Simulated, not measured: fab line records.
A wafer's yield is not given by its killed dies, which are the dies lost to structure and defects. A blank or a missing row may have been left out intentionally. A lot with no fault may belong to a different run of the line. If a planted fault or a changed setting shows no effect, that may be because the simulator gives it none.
Chamber matching || flow n5 finfet || N5_FIN_SAQP_ALD_61 on ald sin-03: 4 sister chambers
The step deposits SiO2, target thk 4 nm, pulse time 1 s, purge time 2 s. 4 wafers are shown with their chamber, then 7 later ones without.

== EACH WAFER AND ITS CHAMBER ==
{"wafer": "L081.1", "chamber": 2, "heater power w (W)": 493}
{"wafer": "L083.3", "chamber": 3, "heater power w (W)": 508}
{"wafer": "L084.3", "chamber": 0, "heater power w (W)": 516}
{"wafer": "L084.4", "chamber": 1, "heater power w (W)": 431}

== WAFERS MISSING THEIR CHAMBER ==
{"wafer": "L084.5", "heater power w (W)": 512}
{"wafer": "L087.1", "heater power w (W)": 434}
{"wafer": "L087.4", "heater power w (W)": 488}
{"wafer": "L087.5", "heater power w (W)": 478}
{"wafer": "L092.3", "heater power w (W)": 436}
{"wafer": "L092.4", "heater power w (W)": 476}
{"wafer": "L092.5", "heater power w (W)": 487}

== THE CHAMBER EACH PASSED THROUGH ==
{"wafer": "L084.5", "from the rows above": "can't be placed: 0 or 3 or 2", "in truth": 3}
{"wafer": "L087.1", "from the rows above": 1, "in truth": 1}
{"wafer": "L087.4", "from the rows above": "can't be placed: 2 or 3", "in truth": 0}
{"wafer": "L087.5", "from the rows above": "can't be placed: 2 or 3", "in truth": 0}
{"wafer": "L092.3", "from the rows above": 1, "in truth": 1}
{"wafer": "L092.4", "from the rows above": "can't be placed: 2 or 3", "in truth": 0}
{"wafer": "L092.5", "from the rows above": "can't be placed: 2 or 3", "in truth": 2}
Correctly placed: 2 of 7. Unplaceable from these rows: 5, with the true chamber sitting among the candidates in 2. Wrongly placed: 0.
How it was worked out, from the rows above alone: a wafer's distance from a chamber is the root of the sum, over the readings, of the square of ((its reading less the chamber's mean) divided by the reading's scatter). The wafer belongs to the nearest chamber; if the next one is less than 2 further off, it can't be placed. For every chamber, the mean is computed from those of its wafers that are shown. The scatter (one wafer shown for each chamber): square how far every hidden wafer sits from the nearest shown wafer, average those squares and take the square root.
